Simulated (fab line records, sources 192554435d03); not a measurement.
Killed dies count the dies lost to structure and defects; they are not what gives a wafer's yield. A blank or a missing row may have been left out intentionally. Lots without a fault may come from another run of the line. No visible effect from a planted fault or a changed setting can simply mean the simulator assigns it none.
Matching of chambers | flow n5_finfet | N5_HKMG_FIN_ALD_21 on ald_metal-04: 4 sister chambers
The step deposits TiN, target thk 1.5 nm, pulse time 1 s, purge time 3 s. 14 wafers are shown with their chamber, then 7 later ones without.

WAFERS PAIRED WITH THEIR CHAMBERS
wafer  | chamber | heater_power_w (W) | susceptor_temp_C (C) | precursor_pulse_height_rel
L075.1 | 3       | 785                | 400.04               | 0.994
L075.5 | 0       | 969                | 400.52               | 1.016
L075.6 | 3       | 775                | 400.18               | 0.994
L079.3 | 0       | 985                | 400.09               | 0.989
L079.5 | 1       | 1064               | 399.65               | 1.003
L079.6 | 0       | 948                | 399.92               | 0.981
L081.2 | 0       | 961                | 400.05               | 1.004
L081.5 | 3       | 796                | 399.51               | 0.953
L081.6 | 0       | 976                | 400.11               | 1.030
L082.2 | 1       | 1049               | 399.71               | 1.046
L082.4 | 2       | 902                | 399.95               | 0.968
L082.5 | 2       | 889                | 400.06               | 0.992
L083.2 | 1       | 1039               | 399.92               | 0.995
L083.5 | 3       | 805                | 400.17               | 0.993

SIGNATURES (averages over the wafers above)
reading                    | chamber 0 | chamber 1 | chamber 2 | chamber 3 | scatter within a chamber
heater_power_w             | 967.80    | 1050.67   | 895.50    | 790.25    | 13.1
susceptor_temp_C           | 400.1380  | 399.7600  | 400.0050  | 399.9750  | 0.235
precursor_pulse_height_rel | 1.00400   | 1.01467   | 0.98000   | 0.98350   | 0.0215
Rule: distance of a wafer from a chamber = root of the sum over the readings of ((wafer's reading minus chamber's mean) / reading's scatter) squared. The wafer belongs to the nearest chamber; if the next one is less than 2 further off, it can't be placed. The scatter is the square root of a quotient: the sum, over the shown wafers, of each reading's squared deviation from its chamber's mean, divided by wafers minus chambers.

WAFERS WHOSE CHAMBER IS MISSING
wafer  | heater_power_w (W) | susceptor_temp_C (C) | precursor_pulse_height_rel
L083.6 | 893                | 399.89               | 1.002
L085.1 | 1053               | 399.71               | 1.014
L085.2 | 970                | 400.02               | 1.019
L085.5 | 888                | 399.80               | 0.994
L097.1 | 950                | 400.35               | 1.021
L097.4 | 784                | 399.79               | 0.972
L097.6 | 792                | 399.84               | 0.995

THE CHAMBER EACH PASSED THROUGH
wafer  | from the rows above | in truth
L083.6 | 2                   | 2
L085.1 | 1                   | 1
L085.2 | 0                   | 0
L085.5 | 2                   | 2
L097.1 | 0                   | 0
L097.4 | 3                   | 3
L097.6 | 3                   | 3
7 of 7 placed correctly. Not placeable from these rows: 0. Wrongly placed: 0.
